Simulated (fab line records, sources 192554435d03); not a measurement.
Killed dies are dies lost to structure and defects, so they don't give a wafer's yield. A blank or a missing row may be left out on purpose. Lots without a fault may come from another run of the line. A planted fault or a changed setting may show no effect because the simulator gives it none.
A struck lot beside a sound one | flow n5_finfet | 14 steps out of a route of 1938
Sound: wafers L390.2, L390.4, L390.5. Struck: wafer L406.6. (L406.5 of the same lot was not struck and is left out.) The cause comes at the end.
At each step with rows: each side's tool, then ch and its chambers, then its first start. Under that, the readings that differ: sound wafers | struck wafers | difference of the means | sigmas: that difference in standard deviations of wafers without a fault.
alike: readings whose means differ by less than 2 such deviations, and words and numbers that are the same on both sides. not compared: withheld readings, readings that some wafer has no value for, bounds like >300 that may hide the same value, and numbers for which the record gives no deviation and whose values overlap.
The two part at a step that has a row with sigmas, a row that says differs or no value, or rows on one side only. Numbers that don't overlap but have no deviation are shown without sigmas and don't part them. A reading that every wafer of one side lacks parts them only if that side has two wafers or more.

first, 7 steps without rows for these wafers: N5_BEOL_M11_COAT_64 (time 60 s, resist thk 30 nm); N5_BEOL_M11_COAT_22 (resist thk 90 nm); N5_BEOL_M11_EBR_24; N5_BEOL_M11_SOFTBAKE_23 (time 60 s); N5_BEOL_M11_EXPOSE_25 (exposes mask V10); N5_BEOL_M11_PEB_26 (peb time 60 s); N5_BEOL_M11_DEVELOP_27 (develop time 30 s).
N5_BEOL_M11_CD_MEAS_28: target cd 70 nm.
  sound on cd_sem-03 ch 0, day 11 19:37; struck on cd_sem-02 ch 0, day 16 14:10
  alike: cd_nm
N5_BEOL_M11_OVL_MEAS_29:
  sound on overlay-01 ch 0, day 11 19:38; struck on overlay-02 ch 0, day 16 14:12
  reading      | sound       | struck | difference | sigmas
  V10_OVL (nm) | 1.3 1.1 0.8 | -1.5   | -2.6       | -3
N5_BEOL_M11_INSPECT_30: inspects for defects (brightfield).
  sound on defect_inspect-01, day 11 19:40; struck on defect_inspect-02, day 16 14:13
  alike: raw_defect_count
N5_BEOL_M11_DESCUM_33: chemistry O2, time 7.9 s.
  sound on rie_diel-04 ch 0,2, day 11 19:41; struck on rie_diel-02 ch 3, day 16 14:16
  alike: bias_power_w, drypump_motor_current_A, oes_product_au, rf_fwd_power_W, rf_vpp_V, showerhead_plenum_p_Torr, throttle_valve_pct
  not compared: rf_hours_counter_h
N5_BEOL_M11_ETCH_65: etches SiARC in CF4, target depth 39 nm, time 65 s.
  sound on rie_diel-04 ch 0,2, day 11 19:44; struck on rie_diel-02 ch 3, day 16 14:19
  alike: drypump_motor_current_A, etch_rf_on_time_s, oes_product_au, rf_fwd_power_W, rf_vpp_V, showerhead_plenum_p_Torr, throttle_valve_pct
  not compared: rf_hours_counter_h
N5_BEOL_M11_ETCH_66: etches SOC in N2/H2, target depth 120 nm, overetch 24 nm, time 180 s.
  sound on rie_diel-04 ch 0,2, day 11 19:47; struck on rie_diel-02 ch 3, day 16 14:23
  reading                                     | sound          | struck | difference | sigmas
  model.SiARC_of_BEOL_M11_COAT_64.thk_nm (nm) | 22.2 22.2 22.2 | 25     | +3         |
  alike: drypump_motor_current_A, oes_product_au, rf_fwd_power_W, rf_vpp_V, showerhead_plenum_p_Torr, throttle_valve_pct
  not compared: rf_hours_counter_h
then, 1 step without rows for these wafers: N5_BEOL_M11_STRIP_69 (strips in N2/H2).

WHERE THEY PART
Only at N5_BEOL_M11_OVL_MEAS_29, within this record. Later steps at which nothing parts them and some readings are alike: N5_BEOL_M11_INSPECT_30, N5_BEOL_M11_DESCUM_33, N5_BEOL_M11_ETCH_65, N5_BEOL_M11_ETCH_66.

WHY: what the simulator had put in
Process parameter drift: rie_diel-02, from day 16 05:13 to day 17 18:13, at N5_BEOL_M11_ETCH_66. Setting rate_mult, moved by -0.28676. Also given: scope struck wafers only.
